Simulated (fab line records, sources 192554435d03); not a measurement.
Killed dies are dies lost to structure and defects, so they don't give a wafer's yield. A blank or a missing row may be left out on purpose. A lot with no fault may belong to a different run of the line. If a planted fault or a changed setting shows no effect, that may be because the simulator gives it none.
Chamber matching ; flow n5 finfet ; N5_MOL_CONTACT_COAG_CONTACT_ETCH_14 on rie diel-01 has 4 sister chambers
The step etches SiO2 in C4F6/O2, target depth 27.5 nm, overetch 8.5 nm, time 20 s. 24 wafers are shown with their chamber, then 12 later ones without.

== WAFERS WITH THEIR CHAMBER ==
wafer;chamber;showerhead plenum p Torr (Torr);throttle valve pct (%);drypump motor current A (A)
L077.4;1;2.82;20.85;6.5
L077.5;2;2.98;21.37;5.4
L077.6;1;2.82;20.85;6.5
L079.1;3;2.65;20.98;5.1
L079.4;1;2.82;20.88;6.4
L079.6;1;2.82;20.86;6.5
L084.1;0;2.77;21.36;6.2
L084.3;2;2.98;21.39;5.4
L084.4;1;2.82;20.87;6.4
L085.1;2;2.97;21.38;5.4
L085.4;0;2.77;21.36;6.2
L085.6;3;2.64;20.99;5.1
L087.1;3;2.64;21.01;5.2
L087.2;0;2.77;21.36;6.2
L087.5;3;2.64;21.00;5.1
L088.2;3;2.64;20.98;5.1
L088.3;1;2.81;20.89;6.5
L088.6;1;2.81;20.87;6.5
L089.2;2;2.97;21.37;5.5
L089.3;0;2.77;21.39;6.2
L089.5;3;2.64;20.98;5.2
L090.2;2;2.97;21.40;5.4
L090.4;1;2.81;20.89;6.5
L090.6;2;2.97;21.40;5.4

SIGNATURES (means of the wafers above)
reading;chamber 0;chamber 1;chamber 2;chamber 3;scatter within a chamber
showerhead plenum p Torr;2.7700;2.8163;2.9733;2.6417;0.0045
throttle valve pct;21.3675;20.8700;21.3850;20.9900;0.0145
drypump motor current A;6.200;6.475;5.417;5.133;0.0428
Rule: a wafer's distance from a chamber is the root of the sum, over the readings, of the square of ((its reading less the chamber's mean) divided by the reading's scatter). If the next closest chamber is less than 2 further off than the closest, the wafer can't be placed; otherwise it belongs to the closest. The scatter: the root of (the sum of the squares of (reading less its chamber's mean) over the shown wafers, divided by (wafers less chambers)).

== WAFERS WITH NO CHAMBER GIVEN ==
wafer;showerhead plenum p Torr (Torr);throttle valve pct (%);drypump motor current A (A)
L092.1;2.81;20.91;6.4
L092.2;2.76;21.38;6.2
L092.4;2.64;21.00;5.1
L093.2;2.76;21.37;6.2
L093.4;2.64;21.00;5.1
L093.6;2.81;20.90;6.4
L094.1;2.76;21.37;6.2
L094.3;2.97;21.42;5.4
L094.4;2.64;21.01;5.1
L097.1;2.63;21.02;5.1
L097.5;2.63;21.02;5.1
L097.6;2.97;21.41;5.4

== THE CHAMBER EACH PASSED THROUGH ==
wafer;from the rows above;in truth
L092.1;1;1
L092.2;0;0
L092.4;3;3
L093.2;0;0
L093.4;3;3
L093.6;1;1
L094.1;0;0
L094.3;2;2
L094.4;3;3
L097.1;3;3
L097.5;3;3
L097.6;2;2
Placed correctly: 12 of 12. Can't be placed from these rows: 0. 0 placed wrongly.
